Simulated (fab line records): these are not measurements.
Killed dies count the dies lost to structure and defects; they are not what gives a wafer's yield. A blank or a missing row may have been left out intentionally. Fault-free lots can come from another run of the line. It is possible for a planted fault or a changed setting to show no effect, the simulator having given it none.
Chamber matching / flow nand_harc / NHARC_A_STAIRCASE_DESCUM_168 on rie_diel-10 has 4 sister chambers
The step chemistry O2, time 3 s. 8 wafers are shown with their chamber, then 8 later ones without.

## EACH WAFER AND ITS CHAMBER
wafer=L085.2; chamber=2; drypump_motor_current_A (A)=5.4; oes_product_au (a.u.)=1.023
wafer=L085.6; chamber=3; drypump_motor_current_A (A)=5.9; oes_product_au (a.u.)=0.994
wafer=L089.4; chamber=2; drypump_motor_current_A (A)=5.4; oes_product_au (a.u.)=1.017
wafer=L089.6; chamber=0; drypump_motor_current_A (A)=5.5; oes_product_au (a.u.)=0.994
wafer=L088.2; chamber=0; drypump_motor_current_A (A)=5.4; oes_product_au (a.u.)=1.004
wafer=L088.3; chamber=3; drypump_motor_current_A (A)=5.9; oes_product_au (a.u.)=1.000
wafer=L088.6; chamber=1; drypump_motor_current_A (A)=5.7; oes_product_au (a.u.)=1.027
wafer=L088.1; chamber=1; drypump_motor_current_A (A)=5.7; oes_product_au (a.u.)=1.020

## WAFERS WITHOUT THEIR CHAMBER
wafer=L088.4; drypump_motor_current_A (A)=5.4; oes_product_au (a.u.)=1.032
wafer=L088.5; drypump_motor_current_A (A)=5.4; oes_product_au (a.u.)=1.011
wafer=L091.1; drypump_motor_current_A (A)=5.4; oes_product_au (a.u.)=1.014
wafer=L091.5; drypump_motor_current_A (A)=5.4; oes_product_au (a.u.)=1.015
wafer=L091.6; drypump_motor_current_A (A)=5.8; oes_product_au (a.u.)=1.017
wafer=L093.1; drypump_motor_current_A (A)=5.7; oes_product_au (a.u.)=1.006
wafer=L093.2; drypump_motor_current_A (A)=5.4; oes_product_au (a.u.)=1.014
wafer=L093.5; drypump_motor_current_A (A)=5.7; oes_product_au (a.u.)=1.022

## THE CHAMBER EACH PASSED THROUGH
wafer=L088.4; from the rows above=2; in truth=2
wafer=L088.5; from the rows above=can't be placed: 2 or 0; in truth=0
wafer=L091.1; from the rows above=2; in truth=2
wafer=L091.5; from the rows above=2; in truth=2
wafer=L091.6; from the rows above=can't be placed: 1 or 3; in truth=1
wafer=L093.1; from the rows above=1; in truth=1
wafer=L093.2; from the rows above=2; in truth=2
wafer=L093.5; from the rows above=1; in truth=1
6 of 8 placed correctly. Cannot be placed on the basis of these rows: 2; the candidates contain the true chamber in 2. 0 placed wrongly.
How it was worked out, from the rows above alone: a wafer's distance from a chamber is the root of the sum, over the readings, of the square of ((its reading less the chamber's mean) divided by the reading's scatter). If the next closest chamber is less than 2 further off than the closest, the wafer can't be placed; otherwise it belongs to the closest. For every chamber, the mean is computed from those of its wafers that are shown. How the scatter is found: for the shown wafers, subtract from each reading the mean of its chamber, square and add these, divide the total by (wafers less chambers), then take the root.
